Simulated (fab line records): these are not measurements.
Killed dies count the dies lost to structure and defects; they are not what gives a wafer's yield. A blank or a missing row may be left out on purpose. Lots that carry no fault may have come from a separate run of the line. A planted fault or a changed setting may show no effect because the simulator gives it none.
fab line records	flow n5-finfet
[record] lots = 5	wafers = 15	last-day = 17
route steps=1938 shown SDB@362 PASSIVATION@1936
lots that met no fault: from a run of the same line without faults
start-h: hours from the record's opening day to when the first of the lot's shown wafers began	wait-h: hours elapsed since this lot's preceding step	" the same as in the row above	L1.1+2: a single row standing in for several wafers	- either no value or no given start	* or withheld: withheld	< > ~ a bound
route shown NAME@n: NAME is a module with steps in the file, n the number in the route of the first one	usual: the fault-free wafers' mean and standard deviation	same: alike in all rows	chamber/n: place in a boat	sites: each site's reading	_std_site: standard deviation of those values	_edge_site: outer sites' mean less inner sites'	radius-mm: how far each site lies from the wafer's centre	mask NAME#n: copy n	behind: the tool/chamber that last shaped the wafer	hold: what put the lot on hold/how long, in hours/how the hold closed	device: whichever transistor did not switch (one of n, p or np)	end of line: the route-end tests of the same wafers	a step with no rows: only its recipe	killed: count of dies lost to structure and defects at first sort (not the wafer's yield)	map: a wafer's dies, x killed, . not, _ none there
set.NAME: the run value of the setting; set.NAME@STEP: its run value at that earlier step	model.NAME: the simulator's own value behind a step, which no gauge read
lots seen at some steps along the route; tables by step, rows by wafer
services: a tool's chamber out of use, with start hour (start-h, from the record's first day; less than 0 if before it), hours out, and reason
[[steps]]
[step N5_SDB_STRIP_19]
[recipe] chemistry = N2/H2	temp-c = 40	n2-flow-sccm = 200	h2-flow-sccm = 200	rf-frequency-hz = 6e+07
[step N5_SDB_STRIP_21]
[recipe] chemistry = CF4	resist = SiARC	power-w = 300	bias-power-w = 75	pressure-mtorr = 50	cf4-flow-sccm = 150	rf-frequency-hz = 6e+07
[usual] drypump-motor-current-A = 5.7/0.4	oes-product-au = 0.82/0.089	rf-vpp-V = 271.5/1.3	showerhead-plenum-p-Torr = 1.80/0.044	throttle-valve-pct = 13.51/0.24
lot.wafer	tool	chamber	start-h	wait-h	drypump-motor-current-A	oes-product-au	rf-hours-counter-h	rf-vpp-V	showerhead-plenum-p-Torr	throttle-valve-pct
L351.1	rie-diel-05	3	88.92	0.0	6.3	0.69	209	272.7	1.84	13.75
L351.4	"	0	"	"	5.7	0.82	62	271.8	1.81	13.10
L351.5	"	0	"	"	5.7	0.82	-	271.2	1.81	13.12
L352.1	rie-diel-05	3	97.30	0.0	6.3	0.69	213	272.9	1.84	13.77
L352.5	"	3	"	"	6.2	0.70	-	273.8	1.84	13.76
L352.6	"	2	"	"	5.8	0.92	-	268.7	1.77	13.53
L356.1	rie-diel-06	2	119.08	0.0	5.3	0.87	36	273.5	1.90	13.31
L356.2	"	0	"	"	5.3	0.74	147	272.4	1.81	13.77
L356.3	"	3	"	"	5.1	0.70	242	271.8	1.85	13.90
L363.3	rie-diel-05	1	162.23	0.0	5.9	0.89	31	270.6	1.75	13.48
L363.4	"	0	"	"	5.7	0.79	92	272.5	1.80	13.19
L363.6	"	0	"	"	5.7	0.79	-	272.3	1.80	13.18
L368.1	rie-diel-05	1	196.73	0.0	5.9	0.87	43	270.0	1.74	13.51
L368.3	"	2	"	"	5.8	0.85	54	268.2	1.76	13.64
L368.6	"	1	"	"	5.9	0.88	-	271.4	1.74	13.50
[step N5_SDB_HM_OPEN_20]
[recipe] chemistry = CH3F/O2	target = SiNx	mask-material = SOC	target-depth-a = 240	stop-on = poly-Si	over-etch-frac = 0.4	ion-energy-ev = 120	pressure-mtorr = 30	source-w = 395	bias-w = 73	Ar_flow_sccm = 150	CH3F_flow_sccm = 30	O2_flow_sccm = 20
[usual] drypump-motor-current-A = 5.7/0.39	oes-product-au = 0.68/0.075	rf-vpp-V = 299/6.1	showerhead-plenum-p-Torr = 2.01/0.056	throttle-valve-pct = 16.28/0.2
lot.wafer	tool	chamber	start-h	wait-h	drypump-motor-current-A	oes-product-au	rf-hours-counter-h	rf-vpp-V	showerhead-plenum-p-Torr	throttle-valve-pct
L351.1	rie-diel-05	3	88.94	0.0	6.3	0.57	209	293	2.06	16.52
L351.4	"	0	"	"	5.7	0.69	62	290	2.04	15.99
L351.5	"	0	"	"	5.7	0.70	-	289	2.04	15.98
L352.1	rie-diel-05	3	97.32	0.0	6.3	0.57	213	292	2.06	16.52
L352.5	"	3	"	"	6.2	0.58	-	293	2.06	16.54
L352.6	"	2	"	"	5.8	0.76	-	301	1.95	16.27
L356.1	rie-diel-06	2	119.10	0.0	5.3	0.72	36	305	2.11	16.03
L356.2	"	0	"	"	5.3	0.61	147	298	2.00	16.45
L356.3	"	3	"	"	5.1	0.57	242	303	2.07	16.63
L363.3	rie-diel-05	1	162.25	0.0	5.9	0.74	31	305	1.94	16.22
L363.4	"	0	"	"	5.8	0.66	92	293	2.03	16.02
L363.6	"	0	"	"	5.7	0.67	-	293	2.03	16.04
L368.1	rie-diel-05	1	196.75	0.0	5.8	0.72	43	305	1.93	16.26
L368.3	"	2	"	"	5.8	0.71	54	303	1.94	16.35
L368.6	"	1	"	"	5.9	0.74	-	306	1.93	16.26
[step N5_SDB_STRIP_22]
[recipe] chemistry = N2/H2	power-w = 1000	temp-c = 250	h2-frac = 0.65	overash-fraction = 0.3	pressure-mtorr = withheld	n2-flow-sccm = 1750	h2-flow-sccm = 3250
[usual] drypump-motor-current-A = 5.8/0.33	heater-power-w = 353/35	n2-flow-sccm = 1749/5.3	oes-product-au = 0.715/0.0043	strip-time-to-endpoint-s = 96.1/0.37	temp-c = 250.01/0.2
lot.wafer	tool	chamber	start-h	wait-h	drypump-motor-current-A	heater-power-w	n2-flow-sccm	oes-product-au	rf-hours-counter-h	strip-time-to-endpoint-s	temp-c
L351.1	plasma-asher-02	0	89.02	0.1	5.5	370	1749	0.708	38	96.6	249.99
L351.4	"	1	"	"	5.9	364	1753	0.710	-	96.0	250.06
L351.5	"	1	"	"	5.9	372	1750	0.717	-	96.1	249.90
L352.1	plasma-asher-01	1	97.40	0.1	6.2	382	1759	0.717	94	96.2	250.09
L352.5	"	0	"	"	5.4	301	1750	0.715	-	96.1	249.72
L352.6	"	1	"	"	6.2	377	1758	0.708	-	95.9	250.16
L356.1	plasma-asher-01	0	119.18	0.1	5.4	297	1747	0.722	99	96.0	249.84
L356.2	"	1	"	"	6.1	382	1761	0.721	99	96.2	249.96
L356.3	"	1	"	"	6.2	384	1753	0.719	-	96.2	250.17
L363.3	plasma-asher-02	1	162.37	0.1	6.0	366	1759	0.718	-	96.6	249.98
L363.4	"	0	"	"	5.5	366	1748	0.711	-	96.3	250.06
L363.6	"	1	"	"	6.0	373	1754	0.717	-	96.3	250.04
L368.1	plasma-asher-02	1	196.88	0.1	5.9	362	1754	0.711	58	96.2	250.08
L368.3	"	1	"	"	5.9	371	1747	0.719	-	95.9	249.80
L368.6	"	0	"	"	5.5	368	1750	0.721	-	96.1	250.09
[step N5_SDB_PRECLEAN_23]
[recipe] chemistry = dHF	time-s = 30	temp-c = 25	dilution = withheld
[step N5_SDB_DUMMY_REMOVE_24]
[recipe] chemistry = TMAH	temp-c = 70	target = poly-Si	stop-on = SiO2	target-depth-nm = 142	conc-wt-pct = 5	time-s = 57	dry = ipa-marangoni	rinse-time-s = 30	rinse-temp-c = 23
[step N5_SDB_ETCH_25]
[recipe] chemistry = C4F6/O2	target = SiO2	target-depth-a = 100	time-s = 3.3	ion-energy-ev = 250	mask-material = SiNx	pressure-mtorr = 30	source-w = 345	bias-w = 185	Ar_flow_sccm = 300	C4F6_flow_sccm = 10	O2_flow_sccm = 10
[usual] drypump-motor-current-A = 5.7/0.37	oes-product-au = 0.82/0.096	rf-vpp-V = 666/13	showerhead-plenum-p-Torr = 2.86/0.075	throttle-valve-pct = 21.13/0.19
lot.wafer	tool	chamber	start-h	wait-h	drypump-motor-current-A	oes-product-au	rf-hours-counter-h	rf-vpp-V	showerhead-plenum-p-Torr	throttle-valve-pct
L351.1	rie-diel-05	3	89.24	0.0	6.3	0.70	209	657	2.93	21.29
L351.4	"	1	"	"	5.9	0.99	3	683	2.77	21.07
L351.5	"	0	"	"	5.7	0.84	-	652	2.90	20.81
L352.1	rie-diel-06	0	97.62	0.0	5.3	0.76	139	663	2.84	21.27
L352.5	"	1	"	"	6.2	0.72	-	652	2.73	21.22
L352.6	"	2	"	"	5.3	0.89	-	678	2.99	20.83
L356.1	rie-diel-05	2	119.72	0.3	5.8	0.93	23	677	2.77	21.19
L356.2	"	3	"	"	6.3	0.70	220	656	2.93	21.33
L356.3	"	1	"	"	5.9	0.96	12	684	2.77	21.08
L363.3	rie-diel-05	2	162.56	0.0	5.8	0.91	43	676	2.76	21.21
L363.4	"	1	"	"	5.9	0.92	31	684	2.76	21.12
L363.6	"	3	"	"	6.3	0.69	-	656	2.92	21.34
L368.1	rie-diel-06	1	197.28	0.0	6.2	0.69	218	652	2.71	21.26
L368.3	"	2	"	"	5.3	0.86	59	678	2.98	20.89
L368.6	"	0	"	"	5.3	0.73	-	660	2.83	21.31
[step N5_SDB_CUT_ETCH_26]
[recipe] chemistry = HBr/Cl2/O2	target = Si	target-depth-a = 1296	bt-time-s = 20	mask-material = SiNx	time-s = 51.8	ion-energy-ev = *	bias-w = *	pressure-mtorr = 10	icp-w = 800	HBr_flow_sccm = 150	Cl2_flow_sccm = 80	O2_flow_sccm = 12
[usual] drypump-motor-current-A = 6.0/0.36	oes-product-au = 0.998/0.014	throttle-valve-pct = 37.12/0.27
lot.wafer	tool	chamber	start-h	wait-h	drypump-motor-current-A	oes-product-au	rf-hours-counter-h	throttle-valve-pct
L351.1	rie-si-06	3	89.33	0.1	5.6	0.993	180	36.90
L351.4	"	1	"	"	6.5	0.986	8	36.86
L351.5	"	2	"	"	6.3	1.010	-	37.07
L352.1	rie-si-06	1	97.71	0.1	6.5	0.981	8	36.88
L352.5	"	2	"	"	6.3	1.001	-	37.09
L352.6	"	1	"	"	6.5	0.978	-	36.86
L356.1	rie-si-05	0	119.81	0.1	5.8	1.017	164	36.93
L356.2	"	3	"	"	5.5	0.987	151	37.46
L356.3	"	2	"	"	6.5	1.002	190	37.55
L363.3	rie-si-06	1	162.64	0.1	6.5	0.985	10	36.85
L363.4	"	2	"	"	6.3	1.001	122	37.07
L363.6	"	3	"	"	5.7	0.989	-	36.91
L368.1	rie-si-06	0	197.37	0.1	6.0	1.015	96	36.89
L368.3	"	1	"	"	6.4	0.991	10	36.84
L368.6	"	0	"	"	6.0	1.025	-	36.88
[step N5_SDB_PRECLEAN_38]
[recipe] chemistry = dHF	time-s = 10	dilution = 750:1	temp-c = 25
[step N5_SDB_PRECLEAN_39]
[recipe] chemistry = O3/DIW	time-s = 45	temp-c = 22	o3-ppm = 10
[step N5_SDB_SRD_28]
[recipe] dry = ipa-marangoni	time-s = 30	temp-c = 23	rinse-liquid = diw
[step N5_SDB_ALD_29]
[recipe] material = SiNx	target-thk-a = 300	temp-c = 400	ald-precursor-family = SiH2I2	ald-co-reactant = N2/H2-plasma	pulse-time-s = 1	ald-cycles = 600	purge-time-s = 2	co-reactant-purge-time-s = 2	pressure-torr = 2
[step N5_SDB_CMP_30]
[recipe] stop-on = poly-Si	t-overpolish-s = 1.54	post-cmp-clean = alkaline-brush	down-force-psi = 4.1491	platen-rpm = 51.796	pad-velocity-m-s = 1.0306	target-thk-nm = 30
[usual] motor-current-A = 11.5/1	overpolish-run-s = 1.539/0.0096	platen-rpm = 51.80/0.034	time-to-endpoint-s = 18.2/2.7
[same] t-overpolish-s = 1.54
lot.wafer	tool	chamber	start-h	wait-h	motor-current-A	overpolish-run-s	platen-rpm	time-to-endpoint-s
L351.4	cmp-04	1	92.32	1.5	13.8	1.551	51.81	19.9
L351.1	"	2	"	"	11.2	1.542	51.76	15.3
L351.5	"	3	"	"	12.0	1.532	51.82	21.3
L352.1	cmp-04	2	102.06	1.5	11.6	1.528	51.87	14.7
L352.5	"	0	"	"	11.6	1.552	51.79	17.8
L352.6	"	1	"	"	13.4	1.534	51.81	22.0
L356.2	cmp-04	0	123.01	1.4	11.7	1.548	51.82	15.8
L356.1	"	1	"	"	13.0	1.551	49.70	19.5
L356.3	"	2	"	"	11.4	1.535	51.78	17.2
L363.4	cmp-03	3	165.61	0.1	13.0	1.538	51.75	19.2
L363.3	"	0	"	"	11.3	1.548	51.81	17.6
L363.6	"	2	"	"	11.4	1.554	51.86	14.6
L368.3	cmp-04	1	201.72	1.4	13.1	1.534	51.80	15.9
L368.1	"	3	"	"	12.6	1.560	51.80	17.9
L368.6	"	0	"	"	11.5	1.542	51.79	12.6
[step N5_SDB_THK_MEAS_31]
[recipe] reads = a-Si_of_DUMMY_GATE_CVD_03
[usual] SDB_THK = 64.4/1.1
lot.wafer	tool	chamber	start-h	wait-h	SDB_THK[nm]
L351.1	film-metro-01	-	92.54	-	63.7
L351.4	"	-	"	"	63.3
L351.5	"	-	"	"	63.9
L352.1	film-metro-01	-	102.28	-	64.2
L352.5	"	-	"	"	67.0
L352.6	"	-	"	"	63.5
L356.1	film-metro-01	-	123.26	-	64.3
L356.2	"	-	"	"	63.4
L356.3	"	-	"	"	64.1
L363.3	film-metro-02	-	165.87	-	64.9
L363.4	"	-	"	"	63.4
L363.6	"	-	"	"	66.4
L368.1	film-metro-01	-	201.98	-	64.6
L368.3	"	-	"	"	63.1
L368.6	"	-	"	"	63.7
[step N5_PASSIVATION_PROBE_49]
[usual] killed_at_M0_to_M3 = 31/11	killed_at_M4_up = 14/5.1	killed-at-contacts = 12/5.6	killed-at-front-end = 42/12	killed-at-other = 3.8/2.9	killed-dies = 103/18	killed-open = 67/14	killed-short = 33/8
[same] gross-dies = 1180	killed-at-back-side = 0
lot.wafer	tool	chamber	start-h	wait-h	killed_at_M0_to_M3	killed_at_M4_up	killed-at-contacts	killed-at-front-end	killed-at-other	killed-dies	killed-open	killed-short
L352.1	prober-02	-	315.82	0.0	17	23	19	26	1	86	57	24
L352.5	prober-02	-	316.02	0.2	23	4	15	52	2	96	71	25
L352.6	prober-02	-	316.07	0.3	31	6	13	49	1	100	68	27
L368.1	prober-01	-	415.72	0.0	39	14	6	35	0	94	63	26
L368.3	prober-01	-	415.82	0.1	33	12	10	54	4	113	80	32
L368.6	prober-01	-	415.97	0.3	60	17	7	41	1	126	66	56
// killed by level:class
L352.1 BEOL_M4:geometric-particle:open=17 MOL_CONTACT_COAG:geometric-particle:open=15 BEOL_M1:geometric-particle:open=7 STI_FIN_REVEAL:geometric-particle:open=6 MOL_CONTACT_COAG:geometric-particle:short=4 BEOL_M0_SAQP:geometric-particle:short=4 FIN_SAQP:geometric-particle:short=3 BEOL_M4:geometric-particle:short=3
L352.5 FIN_SAQP:geometric-particle:open=20 MOL_CONTACT_COAG:geometric-particle:open=13 STI_FIN_REVEAL:geometric-particle:open=9 BEOL_M1:geometric-particle:open=8 FIN_SAQP:geometric-particle:short=4 BEOL_M0_SAQP:geometric-particle:open=4 STARTING-WAFER:geometric-particle:open=4 DUMMY_GATE:geometric-particle:open=3
L352.6 STI_FIN_REVEAL:geometric-particle:open=15 BEOL_M0_SAQP:geometric-particle:open=12 MOL_CONTACT_COAG:geometric-particle:open=10 STI_FIN_REVEAL:geometric-particle:short=7 BEOL_M0_SAQP:geometric-particle:short=7 BEOL_M3:geometric-particle:open=7 FIN_SAQP:geometric-particle:short=4 FIN_SAQP:geometric-particle:open=4
L368.1 BEOL_M1:geometric-particle:open=10 BEOL_M0_SAQP:geometric-particle:short=9 DUMMY_GATE:geometric-particle:open=8 BEOL_M0_SAQP:geometric-particle:open=8 FIN_SAQP:geometric-particle:short=5 FIN_SAQP:geometric-particle:open=5 MOL_CONTACT_COAG:geometric-particle:open=4 STI_FIN_REVEAL:geometric-particle:open=4
L368.3 FIN_SAQP:geometric-particle:open=17 BEOL_M0_SAQP:geometric-particle:open=13 STI_FIN_REVEAL:geometric-particle:open=9 FIN_SAQP:geometric-particle:short=8 BEOL_M4:geometric-particle:open=8 MOL_CONTACT_COAG:geometric-particle:open=7 BEOL_M0_SAQP:geometric-particle:short=7 DUMMY_GATE:geometric-particle:open=4
L368.6 BEOL_M0_SAQP:geometric-particle:short=25 BEOL_M0_SAQP:geometric-particle:open=13 FIN_SAQP:geometric-particle:open=11 FIN_SAQP:geometric-particle:short=11 BEOL_M3:geometric-particle:open=8 BEOL_M4:geometric-particle:open=7 BEOL_M4:geometric-particle:short=6 MOL_CONTACT_COAG:geometric-particle:open=6
[[services]]
tool	chamber	start-h	hours	kind
cmp-04	-	69.77	5.2	pm
plasma-asher-02	-	76.29	0.6	repair
cmp-03	-	78.65	10.7	pm
cmp-04	-	79.54	0.7	repair
rie-diel-05	1	89.71	3.3	repair
rie-diel-06	3	100.54	10.5	repair
cmp-04	-	107.29	1.2	repair
cmp-03	-	116.87	4.2	pm
cmp-04	-	119.98	2.2	repair
rie-diel-06	-	125.58	28.1	pm
cmp-03	-	126.97	0.4	repair
cmp-04	-	128.44	4.0	pm
cmp-04	-	132.44	-	consumable-replace:conditioner
cmp-04	-	132.44	-	consumable-replace:pad
rie-diel-06	3	166.60	-	clean
rie-diel-06	3	166.60	-	consumable-replace:focus-ring
cmp-04	-	185.04	3.2	repair
rie-si-06	1	188.39	2.6	repair
rie-si-05	2	191.18	-	clean
rie-diel-05	3	194.37	-	clean
rie-diel-05	3	194.37	-	consumable-replace:focus-ring
rie-diel-05	3	194.37	13.7	scheduled-down
rie-diel-05	3	194.37	13.7	vent-cycle
cmp-03	-	200.43	2.5	repair
[[key]]
[first-sign] step = N5_SDB_CMP_30	reading = platen-rpm	direction = down	sigmas = 62	usual = 51.80	struck = 49.70
effect none on later readings
met-at N5_SDB_CMP_30
struck-wafers L356.1
tester-left-out L356
onset-between 102.06 123.01
[fault] kind = process-parameter-drift	tool = cmp-04	chamber = 1	onset-h = 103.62	steps = N5_SDB_CMP_30	channel = platen-rpm	offset = -2.0718	shape = step	end-h = 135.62	acts-in = these-recipes-only	stated = 51.796
// tester-left-out: of these lots the tester's yield and bins aren't shown, on N5 and GAA mostly nor the transistor test; their killed dies are dies lost to structure and defects alone, not to doping, threshold or leakage, so they don't give the yield
